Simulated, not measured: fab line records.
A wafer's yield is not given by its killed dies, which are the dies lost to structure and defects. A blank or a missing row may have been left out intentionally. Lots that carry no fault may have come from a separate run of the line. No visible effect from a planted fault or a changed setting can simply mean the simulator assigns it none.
fab line records	flow nand-harc
record lots=6	wafers=18	last-day=23
route steps=1159 shown P_M1@313 P_M2@318 END@1159
lots untouched by any fault: they come from a run of this same line in which no faults occurred
start-h: the number of hours between the record's first day and the start of the first shown wafer of the lot	wait-h: hours since the lot's step before	" as in the row above	L1.1+2: a row that stands for several wafers	- either no value or no given start	* or withheld: withheld	< > ~ a bound
route shown NAME@n: NAME is a module with steps in the file, n the number in the route of the first one	usual: average and standard deviation across the fault-free wafers	same: alike in all rows	chamber/n: place in a boat	sites: readings site by site	_std_site: their standard deviation	_edge_site: inner sites' mean taken away from outer sites' mean	radius-mm: how far each site lies from the wafer's centre	mask NAME#n: copy n	behind: tool/chamber where the wafer was last shaped	hold: reason for holding the lot/hours on hold/outcome of the hold	device: transistor that didn't switch, given as n, p or np	end of line: at the end of the route, the tests of the same wafers	a step with no rows: only its recipe	killed: at the first sort, the dies lost to defects and structure; wafer yield is something else	map: a wafer's dies, x killed, . not, _ none there
set.NAME: the setting as run; set.NAME@STEP: as run at that earlier step	model.NAME: the simulator's own value behind a step, which no gauge read
lots at selected steps of the route; one table per step, one row per wafer
services: a tool's chamber out of use, with start hour (start-h, from the record's first day; less than 0 if before it), hours out, and reason
## steps
# step NHARC_P_M1_SRD_25
# step NHARC_P_M1_INSPECT_27
# usual raw-defect-count=290/94
lot.wafer	tool	chamber	start-h	wait-h	raw-defect-count
L222.1	defect-inspect-02	-	124.34	0.0	231
L222.3	"	-	"	"	365
L222.6	"	-	"	"	224
L229.1	defect-inspect-01	-	166.66	0.0	131
L229.4	"	-	"	"	157
L229.5	"	-	"	"	211
L230.1	defect-inspect-02	-	182.06	0.0	482
L230.2	"	-	"	"	336
L230.5	"	-	"	"	347
L236.2	defect-inspect-02	-	212.37	0.0	255
L236.3	"	-	"	"	461
L236.6	"	-	"	"	295
L238.3	defect-inspect-02	-	226.00	0.0	342
L238.4	"	-	"	"	319
L238.5	"	-	"	"	328
L239.3	defect-inspect-02	-	234.63	0.0	237
L239.4	"	-	"	"	302
L239.6	"	-	"	"	340
# step NHARC_P_M1_PRE_CLEAN_32
# recipe time-s=12	temp-c=370	rf-power-w=300	gas=NH3
# usual heater-power-w=632/66	susceptor-temp-C=370.01/0.21
lot.wafer	tool	chamber	start-h	wait-h	heater-power-w	susceptor-temp-C
L222.1	pecvd-04	1	124.42	0.1	593	370.00
L222.3	"	2	"	"	631	369.96
L222.6	"	2	"	"	612	370.12
L229.1	pecvd-04	0	166.77	0.1	455	370.18
L229.5	"	1	"	"	580	369.87
L229.4	"	0	"	"	450	370.12
L230.1	pecvd-03	2	182.13	0.1	673	370.10
L230.2	"	1	"	"	679	369.87
L230.5	"	1	"	"	691	369.75
L236.2	pecvd-03	2	212.44	0.1	562	369.75
L236.3	"	1	"	"	716	369.70
L236.6	"	0	"	"	596	369.91
L238.3	pecvd-02	1	226.08	0.1	641	370.09
L238.4	"	0	"	"	622	369.99
L238.5	"	1	"	"	643	369.98
L239.3	pecvd-03	1	234.74	0.1	714	370.05
L239.4	"	0	"	"	721	370.02
L239.6	"	0	"	"	725	370.07
# step NHARC_P_M1_DEP_33
# recipe target-thk-a=300	temp-c=370	target-thk-nm=30	pressure-torr=3	flow-sccm=200	rf-w=450	material=SiCN
# usual heater-power-w=577/68	susceptor-temp-C=369.98/0.22
lot.wafer	tool	chamber	start-h	wait-h	heater-power-w	susceptor-temp-C
L222.1	pecvd-04	1	124.53	0.1	460	370.02
L222.3	"	2	"	"	605	370.03
L222.6	"	2	"	"	611	369.95
L229.1	pecvd-04	0	166.91	0.1	400	369.84
L229.5	"	1	"	"	512	369.81
L229.4	"	0	"	"	408	369.97
L230.1	pecvd-03	2	182.21	0.1	598	369.95
L230.2	"	1	"	"	580	369.71
L230.5	"	1	"	"	599	369.81
L236.2	pecvd-03	2	212.52	0.1	563	370.03
L236.3	"	1	"	"	653	369.97
L236.6	"	0	"	"	557	369.77
L238.3	pecvd-02	1	226.19	0.1	531	369.71
L238.4	"	0	"	"	569	369.66
L238.5	"	1	"	"	530	369.83
L239.3	pecvd-03	1	234.95	0.2	656	370.12
L239.4	"	0	"	"	629	369.84
L239.6	"	0	"	"	645	370.20
# step NHARC_P_M2_DEP_00
# recipe target-thk-a=1825	target-thk-nm=182.5	temp-c=withheld	pressure-torr=5	flow-sccm=200	rf-w=600	material=SiOC
# step NHARC_P_M2_DEHYDRATE_01
# recipe temp-c=150	time-s=120
# step NHARC_P_M2_HMDS_02
# recipe time-s=30
# step NHARC_P_M2_COAT_34
# recipe temp-c=200	time-s=65
# step NHARC_P_M2_COAT_03
# recipe spin-rpm=1500	resist-thk-nm=90
# step NHARC_P_M2_SOFTBAKE_04
# recipe temp-c=105	time-s=55
# step NHARC_P_M2_EBR_05
# step NHARC_P_M2_EXPOSE_06
# recipe na=1.35	target-cd-nm=170	dose-mj=80.78	mask-id=P_M2
# usual exposure-dose-mJ-cm2=80.71/0.073
lot.wafer	tool	chamber	start-h	wait-h	mask	exposure-dose-mJ-cm2
L222.1	arfi-scanner-03	0	125.60	-	P_M2#0	80.54
L222.3	"	0	"	"	P_M2#0	80.69
L222.6	"	0	"	"	P_M2#0	80.58
L229.1	arfi-scanner-01	0	167.92	-	P_M2#0	89.45
L229.4	"	0	"	"	P_M2#0	89.51
L229.5	"	0	"	"	P_M2#0	89.35
L230.1	arfi-scanner-01	0	183.31	-	P_M2#0	87.51
L230.2	"	0	"	"	P_M2#0	87.62
L230.5	"	0	"	"	P_M2#0	87.63
L236.2	arfi-scanner-03	0	213.63	-	P_M2#0	80.81
L236.3	"	0	"	"	P_M2#0	80.69
L236.6	"	0	"	"	P_M2#0	80.69
L238.3	arfi-scanner-03	0	227.28	-	P_M2#0	80.65
L238.4	"	0	"	"	P_M2#0	80.80
L238.5	"	0	"	"	P_M2#0	80.64
L239.3	arfi-scanner-02	0	235.94	-	P_M2#0	80.77
L239.4	"	0	"	"	P_M2#0	80.81
L239.6	"	0	"	"	P_M2#0	80.80
# step NHARC_P_M2_PEB_07
# recipe peb-temp-c=100	peb-time-s=65
# step NHARC_P_M2_DEVELOP_08
# recipe develop-time-s=35	dev-temp-c=23
# step NHARC_P_M2_CD_MEAS_09
# recipe target-cd-nm=170	landing-energy-ev=500
# usual cd-nm=169.8/0.55
# same landing-energy-ev=500
lot.wafer	tool	chamber	start-h	wait-h	cd-nm
L222.1	cd-sem-01	0	125.74	-	170.1
L222.3	"	0	"	"	170.5
L222.6	"	0	"	"	170.7
L229.1	cd-sem-03	0	168.06	-	175.6
L229.4	"	0	"	"	175.8
L229.5	"	0	"	"	175.8
L230.1	cd-sem-02	0	183.45	-	175.2
L230.2	"	0	"	"	174.6
L230.5	"	0	"	"	175.0
L236.2	cd-sem-02	0	213.77	-	169.7
L236.3	"	0	"	"	169.8
L236.6	"	0	"	"	170.2
L238.3	cd-sem-03	0	227.42	-	170.0
L238.4	"	0	"	"	169.8
L238.5	"	0	"	"	170.0
L239.3	cd-sem-02	0	236.08	-	170.0
L239.4	"	0	"	"	170.6
L239.6	"	0	"	"	169.6
# step NHARC_P_M2_OVL_MEAS_10
# recipe pitch-nm=340
# usual overlay-x-nm=-0.2/1	overlay-y-nm=0.2/0.98
lot.wafer	tool	chamber	start-h	wait-h	overlay-x-nm	overlay-y-nm
L222.1	overlay-01	-	125.83	-	0.4	0.8
L222.3	"	-	"	"	0.1	0.8
L222.6	"	-	"	"	-0.1	0.9
L229.1	overlay-01	-	168.15	-	-2.7	0.4
L229.4	"	-	"	"	-2.6	0.8
L229.5	"	-	"	"	-2.3	0.8
L230.1	overlay-02	-	183.54	-	-0.4	1.6
L230.2	"	-	"	"	-0.6	2.0
L230.5	"	-	"	"	-0.4	1.3
L236.2	overlay-01	-	213.85	-	0.5	0.7
L236.3	"	-	"	"	0.8	1.0
L236.6	"	-	"	"	0.7	1.0
L238.3	overlay-02	-	227.52	-	-0.3	0.0
L238.4	"	-	"	"	-0.1	0.0
L238.5	"	-	"	"	-0.5	0.5
L239.3	overlay-01	-	236.16	-	-0.3	1.0
L239.4	"	-	"	"	-0.5	1.1
L239.6	"	-	"	"	-0.1	1.3
# step NHARC_P_M2_INSPECT_11
# usual raw-defect-count=4.1/2.4
lot.wafer	tool	chamber	start-h	wait-h	raw-defect-count
L222.1	defect-inspect-02	-	125.86	0.0	2
L222.3	"	-	"	"	3
L222.6	"	-	"	"	9
L229.1	defect-inspect-01	-	168.19	0.0	4
L229.4	"	-	"	"	3
L229.5	"	-	"	"	1
L230.1	defect-inspect-01	-	183.57	0.0	2
L230.2	"	-	"	"	2
L230.5	"	-	"	"	1
L236.2	defect-inspect-02	-	213.89	0.0	3
L236.3	"	-	"	"	2
L236.6	"	-	"	"	3
L238.3	defect-inspect-02	-	227.55	0.0	5
L238.4	"	-	"	"	6
L238.5	"	-	"	"	14
L239.3	defect-inspect-02	-	236.20	0.0	1
L239.4	"	-	"	"	1
L239.6	"	-	"	"	4
# step NHARC_P_M2_DESCUM_14
# recipe time-s=3	o2-flow-sccm=200	ar-flow-sccm=0	bias-power-w=0	chemistry=O2
# usual drypump-motor-current-A=5.98/0.3	oes-product-au=1.003/0.0061	rf-vpp-V=57.7/0.9	showerhead-plenum-p-Torr=1.90/0.085	throttle-valve-pct=11.310/0.0088
lot.wafer	tool	chamber	start-h	wait-h	drypump-motor-current-A	oes-product-au	rf-hours-counter-h	rf-vpp-V	showerhead-plenum-p-Torr	throttle-valve-pct	model.P_M2.cd-nm
L222.1	rie-diel-03	2	125.92	0.1	6.16	1.003	14	58.5	1.80	11.313	170.4
L222.3	"	3	"	"	6.55	1.011	15	57.6	1.90	11.309	170.1
L222.6	"	2	"	"	6.17	0.995	-	57.2	1.80	11.299	170.8
L229.4	rie-diel-04	3	168.25	0.1	5.80	1.002	2	58.7	2.04	11.309	176.1
L229.1	"	1	"	"	5.59	1.002	1	57.7	1.91	11.323	175.6
L229.5	"	3	"	"	5.81	1.010	-	59.0	2.04	11.306	176.1
L230.2	rie-diel-04	3	183.64	0.1	5.85	1.009	2	58.8	2.04	11.315	175.1
L230.1	"	1	"	"	5.71	0.996	2	56.5	1.91	11.305	175.6
L230.5	"	3	"	"	5.85	1.006	-	56.9	2.04	11.300	175.5
L236.2	rie-diel-04	0	213.95	0.1	6.24	0.989	4	57.4	1.79	11.305	169.7
L236.3	"	2	"	"	6.23	0.991	3	57.0	1.90	11.301	169.9
L236.6	"	0	"	"	6.25	0.999	-	56.0	1.79	11.307	169.9
L238.3	rie-diel-04	1	227.61	0.1	5.62	1.005	4	58.6	1.91	11.305	169.9
L238.4	"	2	"	"	6.20	1.003	4	56.8	1.90	11.299	169.8
L238.5	"	1	"	"	5.62	1.008	-	57.6	1.91	11.317	169.9
L239.4	rie-diel-04	1	236.26	0.1	5.65	0.998	4	59.2	1.91	11.324	170.2
L239.3	"	2	"	"	6.22	1.002	4	58.1	1.90	11.306	169.6
L239.6	"	2	"	"	6.23	1.011	-	57.7	1.90	11.306	169.6
# step NHARC_P_M2_ETCH_35
# recipe target-depth-a=400	overetch-a=120	time-s=43.94	ion-energy-ev=200	n2-flow-sccm=150	h2-flow-sccm=150	ar-flow-sccm=0	rf-w=400	bias-w=150	chemistry=N2/H2
# usual bias-w=150.0/0.45	drypump-motor-current-A=6.0/0.31	oes-product-au=1.002/0.0071	rf-vpp-V=430.2/2.7	showerhead-plenum-p-Torr=2.03/0.093	throttle-valve-pct=14.170/0.0099
lot.wafer	tool	chamber	start-h	wait-h	bias-w	drypump-motor-current-A	oes-product-au	rf-hours-counter-h	rf-vpp-V	showerhead-plenum-p-Torr	throttle-valve-pct
L222.3	rie-diel-03	3	126.02	0.1	149.8	6.6	0.996	15	430.7	2.03	14.159
L222.1	"	0	"	"	149.7	6.0	1.005	14	430.7	2.03	14.169
L222.6	"	1	"	"	149.5	5.7	0.995	-	433.9	2.15	14.165
L229.1	rie-diel-04	1	168.33	0.1	150.3	5.6	1.000	1	429.9	2.03	14.170
L229.4	"	3	"	"	150.4	5.9	1.005	2	433.1	2.18	14.166
L229.5	"	2	"	"	149.9	6.2	0.997	-	430.4	2.03	14.176
L230.1	rie-diel-04	3	183.72	0.1	150.6	5.9	1.004	2	432.4	2.18	14.180
L230.2	"	0	"	"	149.2	6.2	1.007	2	426.7	1.90	14.192
L230.5	"	0	"	"	150.1	6.2	0.997	-	427.2	1.90	14.148
L236.2	rie-diel-04	3	214.04	0.1	149.3	5.8	1.016	3	435.5	2.18	14.158
L236.3	"	0	"	"	149.2	6.2	1.000	4	426.4	1.90	14.175
L236.6	"	3	"	"	149.1	5.8	1.003	-	433.6	2.18	14.172
L238.3	rie-diel-04	1	227.70	0.1	149.9	5.7	1.008	4	430.6	2.03	14.189
L238.4	"	2	"	"	150.4	6.3	1.012	4	430.0	2.02	14.182
L238.5	"	1	"	"	149.5	5.6	1.010	-	430.5	2.03	14.178
L239.4	rie-diel-04	1	236.34	0.1	149.6	5.7	1.016	4	431.5	2.03	14.169
L239.3	"	2	"	"	150.2	6.2	1.005	4	429.0	2.02	14.164
L239.6	"	1	"	"	149.7	5.7	1.005	-	429.5	2.03	14.164
# step NHARC_P_M2_ETCH_15
# recipe target-depth-a=1825	time-s=91.2	c4f8-flow-sccm=withheld	ar-flow-sccm=400	rf-w=600	bias-w=300	chemistry=C4F8/Ar
# usual bias-w=300.0/1	oes-product-au=0.957/0.022	rf-vpp-V=440.8/2.8
lot.wafer	tool	chamber	start-h	wait-h	bias-w	oes-product-au	rf-hours-counter-h	rf-vpp-V
L222.3	rie-diel-03	0	-	-	298.7	0.923	14	440.3
L222.1	"	2	"	"	299.1	0.915	14	437.2
L222.6	"	0	"	"	298.2	0.924	-	440.5
L229.1	rie-diel-04	0	-	-	301.8	0.964	2	437.8
L229.4	"	2	"	"	301.7	0.986	2	440.0
L229.5	"	1	"	"	300.6	0.984	-	439.9
L230.1	rie-diel-04	2	-	-	301.4	0.983	2	440.2
L230.2	"	3	"	"	299.6	0.963	2	444.5
L230.5	"	3	"	"	299.4	0.968	-	445.1
L236.3	rie-diel-04	2	-	-	301.4	0.976	3	440.6
L236.2	"	3	"	"	301.1	0.980	3	444.6
L236.6	"	3	"	"	301.6	0.972	-	445.7
L238.3	rie-diel-04	2	-	-	299.2	0.918	4	440.4
L238.4	"	1	"	"	300.8	0.919	4	440.8
L238.5	"	3	"	"	301.3	0.928	-	444.3
L239.3	rie-diel-04	3	-	-	300.7	0.990	4	444.3
L239.4	"	0	"	"	299.3	0.984	5	436.6
L239.6	"	0	"	"	299.0	0.985	-	436.4
# step NHARC_P_M2_CD_MEAS_16
# usual cd-nm=169.8/0.55
lot.wafer	tool	chamber	start-h	wait-h	cd-nm
L222.1	cd-sem-02	-	126.23	-	169.9
L222.3	"	-	"	"	170.2
L222.6	"	-	"	"	170.1
L229.1	cd-sem-02	-	168.55	-	175.9
L229.4	"	-	"	"	176.1
L229.5	"	-	"	"	176.1
L230.1	cd-sem-01	-	183.94	-	175.0
L230.2	"	-	"	"	174.6
L230.5	"	-	"	"	175.0
L236.2	cd-sem-03	-	214.25	-	168.8
L236.3	"	-	"	"	169.7
L236.6	"	-	"	"	169.6
L238.3	cd-sem-02	-	227.92	-	170.2
L238.4	"	-	"	"	170.0
L238.5	"	-	"	"	170.1
L239.3	cd-sem-02	-	236.57	-	170.0
L239.4	"	-	"	"	170.6
L239.6	"	-	"	"	170.0
# step NHARC_P_M2_STRIP_18
# recipe power-w=1000	n2-flow-sccm=150	h2-flow-sccm=150	ar-flow-sccm=0	bias-w=0	chemistry=N2/H2
# usual drypump-motor-current-A=6.02/0.29	oes-product-au=1.000/0.0069	rf-vpp-V=90.6/1.1	showerhead-plenum-p-Torr=2.03/0.096	throttle-valve-pct=14.173/0.0089
# same bias-w=0
lot.wafer	tool	chamber	start-h	wait-h	drypump-motor-current-A	oes-product-au	rf-hours-counter-h	rf-vpp-V	showerhead-plenum-p-Torr	throttle-valve-pct
L222.1	rie-diel-04	1	126.33	0.1	5.62	1.001	0	92.2	2.03	14.178
L222.3	"	2	"	"	6.22	0.996	0	90.4	2.03	14.178
L222.6	"	0	"	"	6.25	1.008	-	88.9	1.90	14.173
L229.1	rie-diel-08	2	168.68	0.1	5.71	0.997	13	89.3	1.92	14.192
L229.4	"	3	"	"	4.85	0.991	12	89.0	1.94	14.168
L229.5	"	1	"	"	5.79	0.994	-	91.1	2.05	14.177
L230.2	rie-diel-04	1	184.02	0.1	5.68	1.007	2	89.2	2.03	14.171
L230.1	"	0	"	"	6.24	1.000	2	88.8	1.90	14.164
L230.5	"	2	"	"	6.22	0.997	-	89.8	2.03	14.178
L236.3	rie-diel-04	2	214.33	0.1	6.25	0.987	4	90.9	2.03	14.185
L236.2	"	3	"	"	5.83	0.992	3	91.0	2.18	14.171
L236.6	"	3	"	"	5.82	1.001	-	91.5	2.18	14.175
L238.4	rie-diel-04	2	227.99	0.1	6.24	1.007	4	90.9	2.03	14.177
L238.3	"	3	"	"	5.83	0.999	3	91.0	2.18	14.179
L238.5	"	2	"	"	6.23	1.011	-	90.8	2.03	14.172
L239.3	rie-diel-04	1	236.65	0.1	5.60	0.999	4	92.0	2.03	14.174
L239.4	"	2	"	"	6.24	1.004	4	90.0	2.02	14.162
L239.6	"	1	"	"	5.63	1.010	-	91.4	2.03	14.183
# step NHARC_P_M2_ETCH_28
# recipe target-depth-a=300	over-etch-frac=0.3	time-s=72.99	ion-energy-ev=150	cf4-flow-sccm=50	n2-flow-sccm=100	ar-flow-sccm=150	rf-w=300	bias-w=100	chemistry=CF4/N2
# usual bias-w=100.01/0.3	drypump-motor-current-A=6.00/0.3	oes-product-au=1.001/0.0066	rf-vpp-V=314.0/2.1	showerhead-plenum-p-Torr=2.61/0.11	throttle-valve-pct=19.795/0.0086
lot.wafer	tool	chamber	start-h	wait-h	bias-w	drypump-motor-current-A	oes-product-au	rf-hours-counter-h	rf-vpp-V	showerhead-plenum-p-Torr	throttle-valve-pct	model.P_M2.cd-nm
L222.1	rie-diel-04	2	-	-	99.88	6.25	0.997	0	313.5	2.61	19.793	170.5
L222.3	"	3	"	"	99.48	5.84	1.006	0	315.9	2.79	19.812	170.2
L222.6	"	1	"	"	99.82	5.66	0.992	-	313.0	2.62	19.792	170.4
L229.4	rie-diel-08	0	-	-	100.00	5.97	1.003	12	315.8	2.73	19.787	175.9
L229.1	"	2	"	"	99.80	5.71	1.012	13	311.6	2.48	19.784	175.9
L229.5	"	0	"	"	99.98	5.98	1.011	-	315.1	2.73	19.798	176.7
L230.2	rie-diel-04	2	-	-	100.12	6.23	1.003	2	314.7	2.61	19.795	175.2
L230.1	"	0	"	"	100.22	6.23	1.002	2	310.7	2.46	19.795	174.9
L230.5	"	2	"	"	99.98	6.24	0.991	-	313.7	2.61	19.802	174.6
L236.2	rie-diel-04	1	-	-	99.81	5.66	1.010	3	313.2	2.62	19.800	169.2
L236.3	"	3	"	"	99.78	5.83	1.009	3	316.8	2.79	19.808	169.3
L236.6	"	0	"	"	99.85	6.24	1.004	-	312.0	2.46	19.804	169.1
L238.3	rie-diel-04	0	-	-	100.24	6.24	0.994	4	311.7	2.46	19.810	169.9
L238.4	"	1	"	"	100.04	5.66	0.993	4	314.0	2.62	19.795	169.5
L238.5	"	3	"	"	99.76	5.82	0.999	-	317.0	2.79	19.789	170
L239.3	rie-diel-04	0	-	-	100.54	6.24	0.991	5	311.3	2.46	19.796	170.2
L239.4	"	2	"	"	100.03	6.24	1.013	5	315.2	2.61	19.805	169.9
L239.6	"	3	"	"	100.36	5.83	0.992	-	318.4	2.79	19.801	170.4
# step NHARC_P_M2_STRIP_19
# recipe time-s=600	temp-c=30	chemistry=post-etch-residue-remover
# step NHARC_END_SORT_01
# recipe temp-c=25
# usual defect-limited-yield=95.4/1.6	killed-at-array=27/11	killed-at-other=0.8/1.4	killed-at-periphery=3.3/2	killed-dies=31/11	killed-open=3.4/1.8	killed-short=2.1/1.3	sort_bin_2_pct=1.4/0.7	sort_bin_3_pct=0.24/0.21	sort_bin_4_pct=2.9/1	sort-n-pass=646/11	sort-rim-yield-pct=95.4/2.8	sort-yield-pct=95.4/1.6
# same gross-dies=677	sort_bin_5_pct[%]=0	sort_bin_6_pct[%]=0	sort_bin_7_pct[%]=0	sort_bin_8_pct[%]=0	sort-rim-n-gross=106.00
lot.wafer	tool	chamber	start-h	wait-h	defect-limited-yield[%]	killed-at-array	killed-at-other	killed-at-periphery	killed-dies	killed-open	killed-short	sort_bin_2_pct[%]	sort_bin_3_pct[%]	sort_bin_4_pct[%]	sort-n-pass	sort-rim-yield-pct[%]	sort-yield-pct[%]
L222.1	prober-01	0	453.57	2.5	94.4	35	0	3	38	2	3	1.5	0.15	4.0	639	97.2	94.4
L222.3	prober-01	0	455.17	3.1	94.4	33	0	5	38	5	3	1.8	0	3.8	639	98.1	94.4
L222.6	prober-01	0	457.58	4.0	95.0	30	0	4	34	4	2	1.5	0.44	3.1	643	98.1	95.0
L229.1	prober-01	0	476.88	2.5	95.3	24	4	4	32	2	2	1.8	0.15	2.8	645	93.4	95.3
L229.4	prober-01	0	479.30	3.4	95.4	25	5	1	31	2	3	1.0	0.15	3.4	646	98.1	95.4
L229.5	prober-01	0	480.11	3.7	96.3	20	4	1	25	1	3	1.3	0.30	2.1	652	97.2	96.3
L230.1	prober-02	0	496.84	2.5	97.9	11	1	2	14	5	2	0.1	0.15	1.8	663	97.2	97.9
L230.2	prober-02	0	497.63	2.8	97.5	15	1	1	17	2	0	0.7	0.15	1.6	660	98.1	97.5
L230.5	prober-02	0	500.00	3.7	97.6	14	1	1	16	3	1	0.4	0	1.9	661	99.1	97.6
L236.2	prober-01	0	516.75	2.8	93.2	43	0	3	46	2	2	1.3	0.74	4.7	631	91.5	93.2
L236.3	prober-01	0	517.56	3.1	95.7	28	0	1	29	4	0	1.3	0.44	2.5	648	94.3	95.7
L236.6	prober-01	0	520.01	4.1	94.5	35	0	2	37	4	3	2.7	0.15	2.7	640	89.6	94.5
# killed by level:class
L222.1 A_CHANNEL_HOLE_D1:chamber-film-flake=14 A_SLIT:chamber-film-flake=13 P_M2:chamber-film-flake=2 A_STAIRCASE:chamber-film-flake=2 A_CONTACT:chamber-film-flake=2 P_M1:geometric-particle:open=1 A_SOURCE_PLATE:geometric-particle:short=1 A_ONON_D1:geometric-particle:open=1
L222.3 A_CHANNEL_HOLE_D1:chamber-film-flake=10 A_SLIT:chamber-film-flake=10 A_STAIRCASE:chamber-film-flake=5 A_CHANNEL_FILL_D1:geometric-particle:open=2 P_M2:chamber-film-flake=2 P_M0:geometric-particle:short=1 P_M1:geometric-particle:open=1 A_CHANNEL_FILL_D1:geometric-particle:short=1
L222.6 A_CHANNEL_HOLE_D1:chamber-film-flake=8 A_SLIT:chamber-film-flake=8 A_CONTACT:chamber-film-flake=5 A_STAIRCASE:chamber-film-flake=4 A_CHANNEL_FILL_D1:geometric-particle:short=2 P_GATE:chamber-film-flake=2 P_CONTACT:geometric-particle:open=1 A_ONON_D1:geometric-particle:open=1
L229.1 A_SLIT:chamber-film-flake=11 A_STAIRCASE:chamber-film-flake=6 A_CHANNEL_HOLE_D1:chamber-film-flake=3 THIN_TSV:chamber-film-flake=3 P_ZERO_WELL:chamber-film-flake=2 P_CONTACT:geometric-particle:short=1 A_CONTACT:geometric-particle:open=1 A_M0:geometric-particle:open=1
L229.4 A_SLIT:chamber-film-flake=15 THIN_TSV:chamber-film-flake=5 A_SGD_CUT:geometric-particle:short=2 A_CONTACT:chamber-film-flake=2 A_ONON_D1:geometric-particle:short=1 A_WL_FILL:geometric-particle:open=1 A_M0:geometric-particle:open=1 P_GATE:chamber-film-flake=1
L229.5 A_SLIT:chamber-film-flake=8 THIN_TSV:chamber-film-flake=4 A_WL_FILL:geometric-particle:short=3 A_STAIRCASE:chamber-film-flake=3 A_CHANNEL_HOLE_D1:chamber-film-flake=2 A_CONTACT:chamber-film-flake=2 A_CONTACT:geometric-particle:open=1 P_GATE:chamber-film-flake=1
L230.1 A_CHANNEL_HOLE_D1:chamber-film-flake=4 A_SGD_CUT:geometric-particle:open=2 P_M0:geometric-particle:open=1 A_WL_FILL:geometric-particle:short=1 A_WL_FILL:geometric-particle:open=1 A_CONTACT:geometric-particle:short=1 A_M0:geometric-particle:open=1 P_M1:chamber-film-flake=1
L230.2 A_CONTACT:chamber-film-flake=6 A_STAIRCASE:chamber-film-flake=5 A_ONON_D1:geometric-particle:open=1 A_CHANNEL_FILL_D1:geometric-particle:open=1 P_GATE:chamber-film-flake=1 A_CHANNEL_HOLE_D1:chamber-film-flake=1 A_WL_FILL:chamber-film-flake=1 THIN_TSV:chamber-film-flake=1
L230.5 A_STAIRCASE:chamber-film-flake=6 A_CHANNEL_HOLE_D1:chamber-film-flake=3 A_CONTACT:chamber-film-flake=2 P_CONTACT:geometric-particle:open=1 A_CONTACT:geometric-particle:open=1 A_CONTACT:geometric-particle:short=1 A_M0:geometric-particle:open=1 THIN_TSV:chamber-film-flake=1
L236.2 A_SLIT:chamber-film-flake=16 A_CHANNEL_HOLE_D1:chamber-film-flake=14 A_STAIRCASE:chamber-film-flake=5 A_BONDPAD:chamber-film-flake=3 A_CONTACT:chamber-film-flake=3 P_CONTACT:geometric-particle:short=1 P_CONTACT:geometric-particle:open=1 A_SOURCE_PLATE:geometric-particle:short=1
L236.3 A_CHANNEL_HOLE_D1:chamber-film-flake=14 A_SLIT:chamber-film-flake=6 A_CONTACT:chamber-film-flake=3 P_M1:geometric-particle:open=1 A_SOURCE_PLATE:geometric-particle:open=1 A_BLC:geometric-particle:open=1 A_M0:geometric-particle:open=1 A_STAIRCASE:chamber-film-flake=1
L236.6 A_CHANNEL_HOLE_D1:chamber-film-flake=19 A_SLIT:chamber-film-flake=9 A_CONTACT:geometric-particle:open=2 A_CONTACT:chamber-film-flake=2 P_M0:geometric-particle:open=1 P_M0:geometric-particle:short=1 A_ONON_D1:geometric-particle:open=1 A_CHANNEL_FILL_D1:geometric-particle:short=1
## services
tool	chamber	start-h	hours	kind
rie-diel-04	3	109.41	4.2	repair
pecvd-03	-	111.00	13.0	pm
rie-diel-04	-	111.90	9.0	pm
rie-diel-04	0	111.90	9.0	vent-cycle
rie-diel-04	1	111.90	9.0	vent-cycle
rie-diel-04	2	111.90	9.0	vent-cycle
pecvd-02	1	114.90	4.8	repair
arfi-scanner-01	-	115.01	2.3	repair
rie-diel-08	-	124.80	9.0	pm
rie-diel-04	-	132.18	0.6	repair
arfi-scanner-03	-	140.00	4.0	pm
pecvd-02	-	153.00	13.0	pm
arfi-scanner-03	-	159.18	0.6	repair
rie-diel-03	2	167.77	5.8	repair
rie-diel-03	-	177.99	0.4	repair
rie-diel-03	-	180.99	1.2	repair
pecvd-03	0	183.31	11.8	repair
rie-diel-04	3	183.92	15.8	repair
rie-diel-04	1	186.55	5.8	repair
pecvd-04	-	195.13	13.0	pm
rie-diel-03	-	215.30	9.0	pm
pecvd-04	-	218.13	2.0	repair
pecvd-03	2	223.25	12.0	repair
arfi-scanner-01	-	233.12	4.0	pm
## key
first-sign step=NHARC_P_M2_EXPOSE_06	reading=exposure-dose-mJ-cm2	direction=up	sigmas=99+	usual=80.71	struck=88.51
effect step=NHARC_P_M2_CD_MEAS_09	reading=cd-nm	direction=up	sigmas=10	usual=169.8	struck=175.3	through=control-loop
effect step=NHARC_P_M2_CD_MEAS_16	reading=cd-nm	direction=up	sigmas=10	usual=169.8	struck=175.4	through=control-loop
model-effect step=NHARC_P_M2_DESCUM_14	value=P_M2.cd-nm	without=170.3	struck=175.7
model-effect step=NHARC_P_M2_ETCH_28	value=P_M2.cd-nm	without=170.1	struck=175.5
met-at NHARC_P_M2_EXPOSE_06
struck-wafers L229.1,L229.4,L229.5,L230.1,L230.2,L230.5
loop-trim step=NHARC_P_M2_EXPOSE_06	setting=dose	lots=L230
fault kind=process-parameter-drift	tool=arfi-scanner-01	chamber=-	onset-h=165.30	steps=NHARC_P_M2_EXPOSE_06	channel=dose-mj	offset=8.7101	shape=step	acts-in=these-recipes-only	stated=80.78
# loop-trim: a control loop set the setting to another value than it would have without faults
